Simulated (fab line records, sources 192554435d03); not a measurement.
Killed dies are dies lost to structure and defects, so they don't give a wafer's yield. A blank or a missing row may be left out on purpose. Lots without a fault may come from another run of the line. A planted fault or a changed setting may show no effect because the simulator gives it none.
Split-lot experiment | flow n5_finfet | 7 lots, 21 wafers read, on a route of 1938 steps

THE SPLIT
At N5_MOL_CONTACT_COAG_COAT_76 (time 60 s, resist thk 10 nm), the setting spin_rpm was moved away from the recipe's 1500 rpm on 2 of the 21 wafers read, by -8.5% to -2.9%. The other wafers ran this setting at the recipe's value.

FROM THE SPLIT TO THE READING: what the file shows between them, 4 steps
- N5_MOL_CONTACT_COAG_COAT_77: time 60 s, resist thk 10 nm
- N5_MOL_CONTACT_COAG_COAT_78: resist thk 40 nm
- N5_MOL_CONTACT_COAG_DESCUM_88: chemistry O2, time 7 s
- N5_MOL_CONTACT_COAG_ETCH_89: etches underlayer in N2/H2, target depth 13 nm, time 10.4 s

THE READING
etch.depth_nm (the simulator's own value, which no gauge read), in nm, at N5_MOL_CONTACT_COAG_ETCH_90 (etches SiARC in CF4, target depth 13 nm, time 21.7 s). The file gives no usual value for it. The 19 wafers here that ran the recipe average 10.013 nm, standard deviation 0.022 nm.

wafer  | tool, chamber at the split | spin_rpm as run, rpm | against the recipe | etch.depth_nm, nm | against lot-mates on the recipe
L076.3 | litho_track-04, 0          | 1500                 | recipe             | 10.01             | -
L076.4 | litho_track-04, 0          | 1500                 | recipe             | 10                | -
L076.6 | litho_track-04, 0          | 1500                 | recipe             | 10.01             | -
L077.3 | litho_track-04, 0          | 1500                 | recipe             | 10.03             | -
L077.5 | litho_track-04, 0          | 1500                 | recipe             | 10.02             | -
L077.6 | litho_track-04, 0          | 1500                 | recipe             | 10.03             | -
L078.4 | litho_track-01, 0          | 1500                 | recipe             | 10.03             | -
L078.5 | litho_track-01, 0          | 1500                 | recipe             | 10.02             | -
L078.6 | litho_track-01, 0          | 1500                 | recipe             | 10.02             | -
L082.2 | litho_track-03, 0          | 1457                 | -2.9%              | 10.12             | +0.135
L082.4 | litho_track-03, 0          | 1500                 | recipe             | 9.981             | -
L082.6 | litho_track-03, 0          | 1500                 | recipe             | 9.988             | -
L083.3 | litho_track-01, 0          | 1500                 | recipe             | 10.06             | -
L083.5 | litho_track-01, 0          | 1500                 | recipe             | 10.06             | -
L083.6 | litho_track-01, 0          | 1372                 | -8.5%              | 10.53             | +0.470
L090.3 | litho_track-03, 0          | 1500                 | recipe             | 9.986             | -
L090.4 | litho_track-03, 0          | 1500                 | recipe             | 10                | -
L090.6 | litho_track-03, 0          | 1500                 | recipe             | 10.01             | -
L094.2 | litho_track-01, 0          | 1500                 | recipe             | 9.983             | -
L094.3 | litho_track-01, 0          | 1500                 | recipe             | 10.01             | -
L094.4 | litho_track-01, 0          | 1500                 | recipe             | 9.997             | -

THE FIT
A straight line over all 21 wafers: etch.depth_nm changes by -0.0585 nm for each +1% of spin_rpm; r = -0.98; the points scatter about the line by 0.026 nm.
The same after taking each lot's own level away (the mean of its wafers on the recipe; 21 wafers): -0.0544 nm for each +1%; r = -1.00; scatter 0.0083 nm.
On that fit, the largest move of spin_rpm shifts the reading by 0.46 nm.
The lots' own levels span 9.9845 to 10.0600 nm, that is 3.4 times the standard deviation above.
So the lot-to-lot level changes the slope little: the two slopes agree.
Check: with one of the wafers moved furthest among these (-8.5%) left out of the fit, the line predicts +0.403 nm for it against its lot-mates. It came out at +0.47 nm against them.

OTHER SPLITS ON THESE WAFERS
These wafers also went through other splits before the reading. Each is held against what the fit with the lots' levels taken away leaves over:
other split on the same wafers | wafers away from the commonest value | r with etch.depth_nm (lot level and that fit taken away)
N5_SD_EPI_P_EPI_21 temp_c      | 3                                    | +0.13
N5_SD_ACTIVATION_LSA_01 temp_c | 3                                    | +0.35
N5_SDB_ETCH_25 time_s          | 7                                    | -0.24
N5_SDB_ALD_29 ald_cycles       | 8                                    | -0.23
N5_HKMG_FIN_ETCH_35 source_w   | 6                                    | +0.28
N5_GATE_CUT_EXPOSE_10 dose_mj  | 4                                    | -0.37

THE WHOLE CHAIN: every reading that the file lists as answering this split, in the file's order
step                        | what it does                                         | reading                                                        | change (the file's fit)                | r (the file's)
N5_MOL_CONTACT_COAG_ETCH_90 | etches SiARC in CF4, target depth 13 nm, time 21.7 s | etch_rf_on_time_s                                              | withheld for each +1% of the setting   | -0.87
N5_MOL_CONTACT_COAG_ETCH_90 | etches SiARC in CF4, target depth 13 nm, time 21.7 s | etch.depth_nm (the simulator's own value, which no gauge read) | -0.0544 nm for each +1% of the setting | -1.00

THE FILE'S OWN FIT
etch.depth_nm changes by -0.0544 nm for each +1% of spin_rpm, r = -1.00.
